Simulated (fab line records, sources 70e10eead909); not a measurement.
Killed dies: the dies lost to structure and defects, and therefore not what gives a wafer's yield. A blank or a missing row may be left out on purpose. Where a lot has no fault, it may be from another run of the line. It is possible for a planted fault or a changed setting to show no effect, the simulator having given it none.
Which tool was responsible?    flow nand-harc    Sampling: 6 lots, 18 wafers, 5 of 1302 route steps

## WHAT THE GAUGES SHOWED, per wafer
NHARC_END_SORT_01.
lot   measured      on         killed-at-other
L646  day 29 06:13  prober-02  1 0 0
L654  day 32 00:08  prober-01  1 1 0

## TOOL THAT RAN EACH LOT (tool first, then ch and the chambers of the sampled wafers, then the start)
lot   NHARC_A_BONDPAD_ETCH_12                        NHARC_A_BONDPAD_ETCH_24                        NHARC_A_BONDPAD_ECD_18          NHARC_THIN_TSV_DEP_47
L637  rie-diel-06 ch 1,3, day 24 02:28 or earlier    rie-diel-06 ch 0,1,3, day 24 02:28 or earlier  ecd-cu-01 ch 0,1, day 24 02:28  pecvd-02 ch 0,1, day 24 15:44
L644  rie-diel-07 ch 1,2,3, day 26 21:08 or earlier  rie-diel-06 ch 0,1,3, day 26 21:08 or earlier  ecd-cu-01 ch 0,1, day 26 21:08  pecvd-01 ch 0,1,2, day 27 11:44
L646  rie-diel-06 ch 0,1,2, day 28 04:09 or earlier  rie-diel-06 ch 0,2,3, day 28 04:09 or earlier  ecd-cu-01 ch 0,1, day 28 04:09  pecvd-04 ch 0,1,2, day 28 17:28
L649  rie-diel-06 ch 0,2,3, day 28 10:55 or earlier  rie-diel-07 ch 1,2,3, day 28 10:55 or earlier  ecd-cu-01 ch 0,1, day 28 10:55  pecvd-04 ch 0,1,2, day 29 00:56
L650  rie-diel-07 ch 0,2, day 28 23:22 or earlier    rie-diel-06 ch 0,3, day 28 23:22 or earlier    ecd-cu-01 ch 0,1, day 28 23:22  pecvd-01 ch 0,1, day 29 16:05
L654  rie-diel-06 ch 0,1,2, day 30 17:25 or earlier  rie-diel-06 ch 1,2,3, day 30 17:25 or earlier  ecd-cu-01 ch 0,1, day 30 17:25  pecvd-04 ch 0,2, day 31 11:02
- NHARC_A_BONDPAD_ETCH_12: etches the open film in CHF3/O2, target depth 220 nm, time 110 s.
- NHARC_A_BONDPAD_ETCH_24: etches the open film in CF4/N2, target depth 30 nm, time 72.99 s.
- NHARC_A_BONDPAD_ECD_18: material Cu, target thk 400 nm.
- NHARC_THIN_TSV_DEP_47: deposits SiO2, target thk 200 nm.

## THE ANSWER, worked out from the rows above alone
Rule: what is usual is taken from the lots themselves. The widest of any qualifying gaps counts: lots, ordered by their means at a reading, are off when they make up no more than a third of the lots, leave a main group of 4 or more, and stand apart from it by 3 or more times the standard deviation of that group's means. Not used: any main group whose means are identical at the precision the tables above print for the reading. Also off: a lot with no number at a reading for which 4 or more lots have one. Any other lot the step has rows for is counted as sound.
No lot is off on any of the readings shown, so nothing can be concluded from this.

## WHAT THE SIMULATOR HAD PUT IN
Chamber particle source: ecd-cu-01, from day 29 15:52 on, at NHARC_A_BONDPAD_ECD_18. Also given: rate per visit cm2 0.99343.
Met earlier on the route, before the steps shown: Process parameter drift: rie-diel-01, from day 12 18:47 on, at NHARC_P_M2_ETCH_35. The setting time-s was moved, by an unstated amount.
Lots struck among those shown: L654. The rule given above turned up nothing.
